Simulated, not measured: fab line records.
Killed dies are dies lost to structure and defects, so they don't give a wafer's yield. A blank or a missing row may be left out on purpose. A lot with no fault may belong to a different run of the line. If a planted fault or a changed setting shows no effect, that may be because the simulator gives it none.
Chamber matching :: flow n5Finfet :: N5_BEOL_M3_DESCUM_33 on rieDiel-04 has 4 sister chambers
The step chemistry O2, time 7 s. 4 wafers are shown with their chamber, then 7 later ones without.

EACH WAFER AND ITS CHAMBER
wafer: L081.6
chamber: 0
showerheadPlenumPTorr (Torr): 2.06

wafer: L087.6
chamber: 1
showerheadPlenumPTorr (Torr): 2.12

wafer: L090.1
chamber: 3
showerheadPlenumPTorr (Torr): 1.98

wafer: L090.3
chamber: 2
showerheadPlenumPTorr (Torr): 2.21

WAFERS MISSING THEIR CHAMBER
wafer: L090.4
showerheadPlenumPTorr (Torr): 2.05

wafer: L092.1
showerheadPlenumPTorr (Torr): 1.98

wafer: L092.2
showerheadPlenumPTorr (Torr): 2.12

wafer: L092.4
showerheadPlenumPTorr (Torr): 2.05

wafer: L093.2
showerheadPlenumPTorr (Torr): 2.20

wafer: L093.5
showerheadPlenumPTorr (Torr): 2.12

wafer: L093.6
showerheadPlenumPTorr (Torr): 2.05

THE CHAMBER EACH PASSED THROUGH
wafer: L090.4
from the rows above: 0
in truth: 0

wafer: L092.1
from the rows above: 3
in truth: 3

wafer: L092.2
from the rows above: 1
in truth: 1

wafer: L092.4
from the rows above: 0
in truth: 0

wafer: L093.2
from the rows above: 2
in truth: 2

wafer: L093.5
from the rows above: 1
in truth: 1

wafer: L093.6
from the rows above: 0
in truth: 0
Correctly placed: 7 of 7. Number that these rows cannot place: 0. Placed wrongly: 0.
How it was worked out, from the rows above alone: a wafer's distance from a chamber is the root of the sum, over the readings, of the square of ((its reading less the chamber's mean) divided by the reading's scatter). The wafer belongs to the nearest chamber; if the next one is less than 2 further off, it can't be placed. The mean given for a chamber averages the wafers shown for that chamber. The scatter: with one shown wafer a chamber, the root of the mean of the squares of how far each hidden wafer lies from its nearest shown one.
